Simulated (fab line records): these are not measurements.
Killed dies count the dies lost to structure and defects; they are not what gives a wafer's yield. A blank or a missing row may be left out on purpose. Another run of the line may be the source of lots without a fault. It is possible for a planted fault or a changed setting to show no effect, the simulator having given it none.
Code-filled problem report in 8D (eight disciplines) form || flow n5 finfet || the parts of the form that need people (team, actions taken, sign-off) are left out

1. THE PROBLEM
Wafers without a fault read 0.81 a.u., standard deviation 0.089; oes product au at N5_BEOL_M4_ETCHBACK_99 reads a mean of 0.29 a.u. on 3 wafers belonging to 2 lots. That puts it -5.9 standard deviations away from the usual mean.
The step: etches SiO2 in CHF3, target depth 5 nm, time 10.4 s.
First observed at day 12 11:58: wafer L847.1, on rie diel-02. Wafers with a number at this step in the record: 21, from 7 lots. Rule for "out" (also "out of limits"): further than 4 standard deviations from the usual mean. The other wafers with a number count as sound.

2. WHAT IT IS, WHAT IT ISN'T
{"question": "which readings at this step", "is": "oes product au", "is not": "CHF3_flow_sccm, drypump motor current A, mfc ar sccm, rf vpp V, showerhead plenum p Torr, throttle valve pct"}
{"question": "which lots", "is": "L847, L849", "is not": "L834, L836, L848, L851, L855"}
{"question": "which wafers of those lots", "is": "L847.1, L847.4, L849.3", "is not": "L847.2, L849.2, L849.5"}
{"question": "read on which tools", "is": "rie diel-02, rie diel-03", "is not": "rie diel-04"}
{"question": "when", "is": "from day 12 11:58", "is not": "up to then (10 sound wafers); but 8 sound wafers of L849, L851, L855 came after"}

3. SUSPECTS, AND WHAT RULES EACH OUT
Counting: if a tool at a process step up to the reading ran every lot that is out, it stays a suspect. Sound lots after the first of them don't rule it out here, since some wafers of a struck lot are sound.
- pecvd-04 at N5_BEOL_M4_ILD_DEP_00 (deposits SiOC from DEMS/O2, target thk 79 nm, time 15.3 s): kept. It ran every lot that is out, first L847 (day 12 00:01); its last sound lot up to then is L836 (day 8 12:19).
- pvd sputter-02 at N5_BEOL_M4_HM_DEP_02 (deposits TiN, target thk 20 nm): kept. It ran every lot that is out, first L847 (day 12 01:22); its last sound lot up to then is L848 (day 11 15:44).
Left after counting: pecvd-04 at N5_BEOL_M4_ILD_DEP_00, pvd sputter-02 at N5_BEOL_M4_HM_DEP_02.

4. THE CAUSE (what the simulator had put in)
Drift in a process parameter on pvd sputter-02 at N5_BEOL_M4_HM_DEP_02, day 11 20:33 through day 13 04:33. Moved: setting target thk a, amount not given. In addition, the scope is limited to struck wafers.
This tool is one of the 2 suspects left after counting.

5. SEQUENCE OF EFFECTS, ordered by route
Each row: a reading where the mean over the struck wafers with a number is more than 3 standard deviations away from the usual. Scope: only readings with a usual standard deviation given in the record; hours: median across lots of the time from each lot's start at the first step in this table that gives one to its start at this step; sigmas: change in usual standard deviations.
{"hours": 0, "step": "N5_BEOL_M4_ETCHBACK_99", "reading": "oes product au", "usual": "0.81 a.u.", "on struck wafers": 0.29, "change": -0.52, "sigmas": -5.9}
{"hours": 0, "step": "N5_BEOL_M4_VIA_ETCH_34", "reading": "oes product au", "usual": "0.81 a.u.", "on struck wafers": 0.29, "change": -0.52, "sigmas": -5.9}
{"hours": 113, "step": "N5_PASSIVATION_PROBE_49", "reading": "defect limited yield", "usual": "91.4 %", "on struck wafers": 0.0, "change": -91.4, "sigmas": -61}
{"hours": 113, "step": "N5_PASSIVATION_PROBE_49", "reading": "killed_at_M4_up", "usual": 15, "on struck wafers": 1093, "change": "+1078", "sigmas": "+99 or more"}
{"hours": 113, "step": "N5_PASSIVATION_PROBE_49", "reading": "killed dies", "usual": 102, "on struck wafers": 1180, "change": "+1078", "sigmas": "+63"}
{"hours": 113, "step": "N5_PASSIVATION_PROBE_49", "reading": "killed on rim", "usual": 14, "on struck wafers": 152, "change": "+138", "sigmas": "+31"}
{"hours": 113, "step": "N5_PASSIVATION_PROBE_49", "reading": "sort_bin_5_function", "usual": "5.1 %", "on struck wafers": 96.2, "change": "+91.1", "sigmas": "+95"}
{"hours": 113, "step": "N5_PASSIVATION_PROBE_49", "reading": "sort n pass", "usual": 1078, "on struck wafers": 0, "change": -1078, "sigmas": -60}
{"hours": 113, "step": "N5_PASSIVATION_PROBE_49", "reading": "sort yield pct", "usual": "91.3 %", "on struck wafers": 0.0, "change": -91.3, "sigmas": -61}
Here are the process steps it includes:
- N5_BEOL_M4_ETCHBACK_99: etches SiO2 in CHF3, target depth 5 nm, time 10.4 s.
- N5_BEOL_M4_VIA_ETCH_34: etches the open film in C4F6/O2, target depth 69.4 nm, time 65.9 s.
- N5_PASSIVATION_PROBE_49
Readings that are blank on the struck wafers while sound wafers have them: trench depth nm at N5_BEOL_M4_OCD_MEAS_38; cd nm at N5_BEOL_M4_CD_MEAS_35.

6. WHAT WOULD HAVE CAUGHT IT SOONER
In this record the first reading out of limits was taken at day 12 11:58, 15 hours after the fault began at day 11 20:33.
Of the tool readings at N5_BEOL_M4_HM_DEP_02 for which the record gives a usual standard deviation, none was out on any struck wafer, so an alarm limit of 4 standard deviations on them would not have fired.
By day 12 11:58, every lot that is out (2) had started N5_BEOL_M4_HM_DEP_02 on pvd sputter-02. A hold on the tool at that time would have spared none of them.
